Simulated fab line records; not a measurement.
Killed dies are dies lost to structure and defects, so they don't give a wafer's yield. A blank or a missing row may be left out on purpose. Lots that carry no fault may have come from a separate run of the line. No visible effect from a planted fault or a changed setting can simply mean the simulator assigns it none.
Struck lot and sound lot, side by side :: flow nand-harc :: 15 steps out of a route of 1302
Sound: wafers L362.1, L362.4, L362.6. Struck: wafers L352.2, L352.5. The cause is given at the end.
Order at every step that has rows: each side's tool, ch and its chambers, its first start. Under that, the readings that differ: sound wafers :: struck wafers :: difference of the means :: sigmas: that difference in standard deviations of wafers without a fault.
alike: readings whose means differ by less than 2 such deviations, and words and numbers that are the same on both sides. not compared: withheld readings, readings that some wafer has no value for, bounds like >300 that may hide the same value, and numbers for which the record gives no deviation and whose values overlap.
The two part at a step that has a row with sigmas, a row that says differs or no value, or rows on one side only. Numbers that have no deviation but don't overlap get no sigmas and don't part them. Lack of a reading on every wafer of one side parts them only where that side has two or more wafers.

NHARC_A_CHANNEL_HOLE_D2_STRIP_28: strips in O2.
  sound: rie-diel-01 ch 0,3; struck: rie-diel-01 ch 0,2
  alike: chamber-pressure-mTorr, drypump-motor-current-A, oes-product-au, rf-vpp-V, showerhead-plenum-p-Torr, throttle-valve-pct
  not compared: rf-hours-counter-h
then, 2 steps without rows for these wafers: NHARC_A_CHANNEL_HOLE_D2_PRECLEAN_29 (cleans in SC1); NHARC_A_CHANNEL_HOLE_D2_SRD_30.
NHARC_A_CHANNEL_HOLE_D2_CD_MEAS_31:
  struck on cd-sem-03, day 17 18:50; sound on cd-sem-03, day 22 08:07
  alike: cd-nm
NHARC_A_CHANNEL_HOLE_D2_XSEM_32:
  sound on xsem-02 ch 0, day 22 08:13; struck on xsem-02 ch 0, day 17 18:56
  alike: bot-cd-nm, bow-nm, tilt-deg
NHARC_A_CHANNEL_HOLE_D2_INSPECT_40:
  struck on defect-inspect-01, day 17 19:02; sound on defect-inspect-01, day 22 08:19
  alike: raw-defect-count
then, 2 steps without rows for these wafers: NHARC_A_CHANNEL_FILL_D2_PRECLEAN_00 (cleans in SC1); NHARC_A_CHANNEL_FILL_D2_SRD_01.
NHARC_A_CHANNEL_FILL_D2_ALD_02: deposits SiO2, target thk 6 nm, pulse time 10 s, ald cycles 60.
  sound on ald-hk-01 ch 1,3, day 22 08:35; struck on ald-hk-01 ch 1,2, day 17 19:40
  alike: heater-power-w, precursor-pulse-height-rel
  not compared: ald-cycles, since-wet-clean-h
NHARC_A_CHANNEL_FILL_D2_ALD_03: deposits SiNx, target thk 6 nm, pulse time 60 s, ald cycles 58.
  sound: ald-sin-batch-02 ch 0; struck: ald-sin-batch-01 ch 0
  alike: precursor-pulse-height-rel
  not compared: ald-cycles
NHARC_A_CHANNEL_FILL_D2_ALD_14: deposits SiO2, target thk 2.5 nm, pulse time 10 s, ald cycles 25.
  sound on ald-hk-04 ch 1,3, day 22 15:29; struck on ald-hk-03 ch 1,2, day 18 02:51
  alike: heater-power-w, precursor-pulse-height-rel
  not compared: ald-cycles, since-wet-clean-h
then, 1 step without rows for these wafers: NHARC_A_CHANNEL_FILL_D2_ALD_15 (deposits SiNx, target thk 2 nm, pulse time 60 s, ald cycles 19).
NHARC_A_CHANNEL_FILL_D2_ALD_16: deposits SiO2, target thk 1.5 nm, pulse time 10 s, ald cycles 15.
  sound on ald-hk-01 ch 1,2,3, day 22 20:43; struck on ald-hk-01 ch 0,1, day 18 08:52
reading: ald-cycles
sound: 15 15 15
struck: 17 17
difference: +2
sigmas: 
  alike: heater-power-w, precursor-pulse-height-rel
  not compared: since-wet-clean-h
then, 1 step without rows for these wafers: NHARC_A_CHANNEL_FILL_D2_ANNEAL_17 (time 1800 s).
-- the record jumps here: 10 days lie between the struck wafers' starts before and after (it left off in module A_CHANNEL_FILL_D2 and takes up again in module END, whose first step shown is number 1302 of the route) --
NHARC_END_SORT_01:
  sound on prober-02 ch 0, day 33 02:46; struck on prober-01 ch 0, day 28 11:38
  alike: killed-at-array, killed-at-other, killed-at-periphery, killed-dies, killed-open, killed-short

WHERE THEY PART
Nowhere in this record.

WHY: the cause the simulator had injected
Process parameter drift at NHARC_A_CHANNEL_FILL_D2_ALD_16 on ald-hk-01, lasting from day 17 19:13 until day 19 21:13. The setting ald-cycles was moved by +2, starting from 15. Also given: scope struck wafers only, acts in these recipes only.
